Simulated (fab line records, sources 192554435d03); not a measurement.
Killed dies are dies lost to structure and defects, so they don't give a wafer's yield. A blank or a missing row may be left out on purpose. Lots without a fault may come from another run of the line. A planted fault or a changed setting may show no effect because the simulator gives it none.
Which tool did it? | flow n5_finfet | 11 lots, 31 wafers sampled, at 7 steps of a route of 1938

WHAT THE GAUGES READ, wafer by wafer
N5_BEOL_M8_RS_MEAS_57: measures by four-point-probe. Usual: M8_RS 0.288 ohm/sq, standard deviation 0.01.
lot  | measured     | on            | M8_RS (ohm/sq)    | flag
L290 | day 9 20:41  | film_metro-01 | 0.286 0.279       |
L294 | day 10 22:46 | film_metro-01 | 0.300 0.308 0.277 |
L293 | day 10 23:41 | film_metro-02 | 0.278 0.294 0.281 |
L301 | day 12 15:23 | film_metro-02 | 0.292 0.285 0.291 |
L300 | day 12 18:53 | film_metro-02 | 0.292 0.289 0.286 |
L302 | day 13 02:10 | film_metro-02 | 0.294 0.290 0.298 |
L303 | day 13 13:29 | film_metro-01 | 0.302 0.288       |
L304 | day 13 21:34 | film_metro-01 | 0.278 0.288 0.291 |
L307 | day 14 20:40 | film_metro-02 | 0.286 0.311 0.306 |
L311 | day 15 17:44 | film_metro-02 | 0.303 0.291 0.276 |
L312 | day 15 19:33 | film_metro-01 | 0.281 0.293 0.295 |

N5_BEOL_M8_INSPECT_58: inspects for defects (darkfield). Usual: raw_defect_count 73, standard deviation 22.
lot  | measured     | on                | raw_defect_count | flag
L290 | day 9 20:42  | defect_inspect-01 | 59 60            |
L294 | day 10 22:47 | defect_inspect-02 | 115 78 62        |
L293 | day 10 23:43 | defect_inspect-02 | 53 88 64         |
L301 | day 12 15:25 | defect_inspect-01 | 44 74 86         |
L300 | day 12 18:55 | defect_inspect-02 | 84 35 42         |
L302 | day 13 02:11 | defect_inspect-01 | 88 94 109        |
L303 | day 13 13:31 | defect_inspect-01 | 78 68            |
L304 | day 13 21:36 | defect_inspect-01 | 82 57 61         |
L307 | day 14 20:41 | defect_inspect-01 | 75 47 94         |
L311 | day 15 17:46 | defect_inspect-01 | 980 1017 934     | OFF
L312 | day 15 19:35 | defect_inspect-02 | 966 982 1012     | OFF

N5_BEOL_M9_INSPECT_13: inspects for defects (brightfield). Usual: raw_defect_count 460, standard deviation 95.
lot  | measured     | on                | raw_defect_count | flag
L290 | day 9 23:06  | defect_inspect-02 | 402 574          |
L294 | day 11 00:43 | defect_inspect-01 | 408 323 295      |
L293 | day 11 01:01 | defect_inspect-02 | 456 497 376      |
L301 | day 12 18:57 | defect_inspect-02 | 708 483 440      |
L300 | day 12 20:29 | defect_inspect-01 | 523 339 472      |
L302 | day 13 05:07 | defect_inspect-02 | 451 407 387      |
L303 | day 13 15:44 | defect_inspect-01 | 432 404          |
L304 | day 13 23:10 | defect_inspect-02 | 540 476 469      |
L307 | day 15 00:19 | defect_inspect-01 | 351 494 474      |
L311 | day 15 19:32 | defect_inspect-02 | 1412 1363 1322   | OFF
L312 | day 15 22:25 | defect_inspect-02 | 1248 1276 1493   | OFF

N5_BEOL_M9_INSPECT_30: inspects for defects (brightfield). Usual: raw_defect_count 460, standard deviation 100.
lot  | measured     | on                | raw_defect_count | flag
L290 | day 10 01:46 | defect_inspect-01 | 424 589          |
L294 | day 11 01:39 | defect_inspect-01 | 395 314 292      |
L293 | day 11 02:04 | defect_inspect-02 | 466 496 378      |
L301 | day 13 00:31 | defect_inspect-02 | 702 473 432      |
L300 | day 13 00:21 | defect_inspect-02 | 510 336 429      |
L302 | day 13 07:02 | defect_inspect-02 | 458 413 383      |
L303 | day 13 17:04 | defect_inspect-02 | 396 413          |
L304 | day 14 03:47 | defect_inspect-02 | 543 482 467      |
L307 | day 15 03:30 | defect_inspect-01 | 333 475 455      |
L311 | day 15 21:23 | defect_inspect-02 | 1389 1375 1308   | OFF
L312 | day 15 23:49 | defect_inspect-02 | 1261 1254 1463   | OFF

WHICH TOOL RAN EACH LOT (tool, then ch and the chambers of the sampled wafers, then the start)
lot  | N5_BEOL_M8_PRE_CLEAN_55         | N5_BEOL_M9_ILD_DEP_00           | N5_BEOL_M9_PECVD_70
L290 | pecvd-01 ch 2, day 9 20:35      | pecvd-02 ch 2, day 9 20:46      | pecvd-02 ch 1,2, day 9 21:25
L294 | pecvd-02 ch 0,1,2, day 10 22:40 | pecvd-01 ch 0,1,2, day 10 22:51 | pecvd-01 ch 0,1,2, day 10 23:49
L293 | pecvd-01 ch 0,1,2, day 10 23:35 | pecvd-02 ch 0,2, day 10 23:45   | pecvd-01 ch 1,2, day 11 00:22
L301 | pecvd-02 ch 0,1,2, day 12 15:17 | pecvd-02 ch 0,2, day 12 15:26   | pecvd-04 ch 0,1,2, day 12 16:04
L300 | pecvd-02 ch 0,1,2, day 12 18:47 | pecvd-01 ch 0,1,2, day 12 18:56 | pecvd-01 ch 0,1,2, day 12 19:34
L302 | pecvd-03 ch 0,1,2, day 13 02:04 | pecvd-01 ch 1,2, day 13 02:14   | pecvd-02 ch 0,1, day 13 02:52
L303 | pecvd-03 ch 1,2, day 13 13:23   | pecvd-04 ch 0,1, day 13 13:33   | pecvd-01 ch 0,1, day 13 14:11
L304 | pecvd-02 ch 0,1,2, day 13 21:29 | pecvd-04 ch 0,1, day 13 21:38   | pecvd-02 ch 0,2, day 13 22:16
L307 | pecvd-01 ch 0,1,2, day 14 20:35 | pecvd-04 ch 0,2, day 14 20:44   | pecvd-04 ch 0,1,2, day 14 21:50
L311 | pecvd-02 ch 0,1,2, day 15 17:38 | pecvd-04 ch 0,1,2, day 15 17:48 | pecvd-02 ch 1,2, day 15 18:25
L312 | pecvd-02 ch 0,2, day 15 19:28   | pecvd-01 ch 0,2, day 15 19:37   | pecvd-02 ch 1,2, day 15 20:14
- N5_BEOL_M8_PRE_CLEAN_55: time 15 s.
- N5_BEOL_M9_ILD_DEP_00: deposits SiCOH lowk from DEMS/porogen, target thk 308.51 nm, time 58 s.
- N5_BEOL_M9_PECVD_70: deposits SiO2 from TEOS/O2, target thk 20 nm, time 22.7 s.

WHAT THE TOOLS THEMSELVES READ (means of the sampled wafers that have a number; where no wafer has one, the mark that the record gives instead)
N5_BEOL_M9_ILD_DEP_00. Usual: heater_power_w 328 W, standard deviation 51; showerhead_plenum_p_Torr 5.742 Torr, standard deviation 0.017; throttle_valve_pct 13.8 %, standard deviation 0.85.
lot  | tool     | heater_power_w (W) | showerhead_plenum_p_Torr (Torr) | throttle_valve_pct (%) | flag
L290 | pecvd-02 | 218                | 5.745                           | 12.9                   |
L294 | pecvd-01 | 330                | 5.749                           | 14.2                   |
L293 | pecvd-02 | 298                | 5.741                           | 13.3                   |
L301 | pecvd-02 | 254                | 5.745                           | 13.4                   |
L300 | pecvd-01 | 338                | 5.752                           | 14.2                   |
L302 | pecvd-01 | 287                | 5.745                           | 13.5                   |
L303 | pecvd-04 | 335                | 5.731                           | 13.3                   |
L304 | pecvd-04 | 323                | 5.750                           | 13.7                   |
L307 | pecvd-04 | 343                | 5.743                           | 14.2                   |
L311 | pecvd-04 | 354                | 5.745                           | 13.8                   |
L312 | pecvd-01 | 343                | 5.770                           | 14.1                   |

N5_BEOL_M9_PECVD_70. Usual: heater_power_w 743 W, standard deviation 91; showerhead_plenum_p_Torr 8.79 Torr, standard deviation 0.073; throttle_valve_pct 22.4 %, standard deviation 1.4.
lot  | tool     | heater_power_w (W) | showerhead_plenum_p_Torr (Torr) | throttle_valve_pct (%) | flag
L290 | pecvd-02 | 652                | 8.75                            | 22.2                   |
L294 | pecvd-01 | 718                | 8.82                            | 22.8                   |
L293 | pecvd-01 | 683                | 8.74                            | 22.8                   |
L301 | pecvd-04 | 797                | 8.77                            | 22.0                   |
L300 | pecvd-01 | 719                | 8.82                            | 22.9                   |
L302 | pecvd-02 | 765                | 8.75                            | 22.9                   |
L303 | pecvd-01 | 680                | 8.79                            | 23.9                   |
L304 | pecvd-02 | 670                | 8.78                            | 21.5                   |
L307 | pecvd-04 | 778                | 8.78                            | 22.0                   |
L311 | pecvd-02 | 639                | 8.77                            | 22.0                   |
L312 | pecvd-02 | 688                | 8.75                            | 22.7                   |

THE ANSWER, worked out from the rows above alone
Rule: a lot is off if the mean of its wafers that have a number lies more than 3 standard deviations from the usual mean. A lot without any number at a reading at which 4 lots or more have one is off too. The other lots that the step has rows for count as sound. The gauges are gone through in route order, then the tools' own readings, and for those a lot's mean is taken as printed above. The first step at which some lot is off is used, and at that step the reading that is off furthest; a lot without a number counts as furthest.
Off: L311, L312, at N5_BEOL_M8_INSPECT_58 (raw_defect_count).
A tool fits if, at a process step before that reading, it ran every lot that is off, and no sound lot after the first of them. The gauges at N5_BEOL_M8_INSPECT_58 are tried like those tools. One fits: pecvd-02 at N5_BEOL_M8_PRE_CLEAN_55. Its last sound lot is L304 (day 13 21:29), its first lot that is off L311 (day 15 17:38): a fault that began between those two fits.

WHAT THE SIMULATOR HAD PUT IN
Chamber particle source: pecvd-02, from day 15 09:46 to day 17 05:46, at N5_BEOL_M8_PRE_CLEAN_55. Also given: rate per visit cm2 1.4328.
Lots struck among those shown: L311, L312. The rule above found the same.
